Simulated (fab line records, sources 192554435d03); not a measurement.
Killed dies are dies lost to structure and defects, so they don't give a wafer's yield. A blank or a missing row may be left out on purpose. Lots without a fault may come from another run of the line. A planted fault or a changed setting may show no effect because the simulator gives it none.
Chamber matching | flow n5_finfet | N5_BEOL_M11_DEP_56 on pecvd-03: 3 sister chambers
The step deposits SiCN from 3MS/NH3, target thk 30 nm, time 10.5 s. 6 wafers are shown with their chamber, then 10 later ones without.

WAFERS WITH THEIR CHAMBER
wafer  | chamber | showerhead_plenum_p_Torr (Torr) | throttle_valve_pct (%)
L085.2 | 1       | 4.177                           | 18.7
L088.1 | 0       | 4.177                           | 18.0
L088.2 | 2       | 4.153                           | 17.9
L088.5 | 0       | 4.175                           | 17.9
L089.1 | 2       | 4.154                           | 17.5
L089.3 | 1       | 4.181                           | 18.5

WAFERS WITHOUT THEIR CHAMBER
wafer  | showerhead_plenum_p_Torr (Torr) | throttle_valve_pct (%)
L089.4 | 4.182                           | 18.3
L092.2 | 4.160                           | 17.4
L092.5 | 4.169                           | 18.3
L092.6 | 4.177                           | 18.2
L091.3 | 4.168                           | 18.1
L091.5 | 4.184                           | 18.1
L091.6 | 4.162                           | 17.9
L094.1 | 4.166                           | 18.2
L094.5 | 4.155                           | 17.4
L094.6 | 4.168                           | 17.9

WHICH CHAMBER EACH WENT THROUGH
wafer  | from the rows above          | in truth
L089.4 | can't be placed: 1 or 0      | 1
L092.2 | 2                            | 2
L092.5 | can't be placed: 0 or 1      | 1
L092.6 | can't be placed: 0 or 1      | 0
L091.3 | 0                            | 0
L091.5 | can't be placed: 1 or 0      | 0
L091.6 | 2                            | 2
L094.1 | can't be placed: 0 or 2 or 1 | 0
L094.5 | 2                            | 2
L094.6 | 0                            | 0
Placed correctly: 5 of 10. Can't be placed from these rows: 5 (the true chamber is among the candidates in 5). Placed wrongly: 0.
How it was worked out, from the rows above alone: a wafer's distance from a chamber is the root of the sum, over the readings, of the square of ((its reading less the chamber's mean) divided by the reading's scatter). The wafer belongs to the nearest chamber; if the next one is less than 2 further off, it can't be placed. A chamber's mean is the mean of its shown wafers. The scatter: the root of (the sum of the squares of (reading less its chamber's mean) over the shown wafers, divided by (wafers less chambers)).
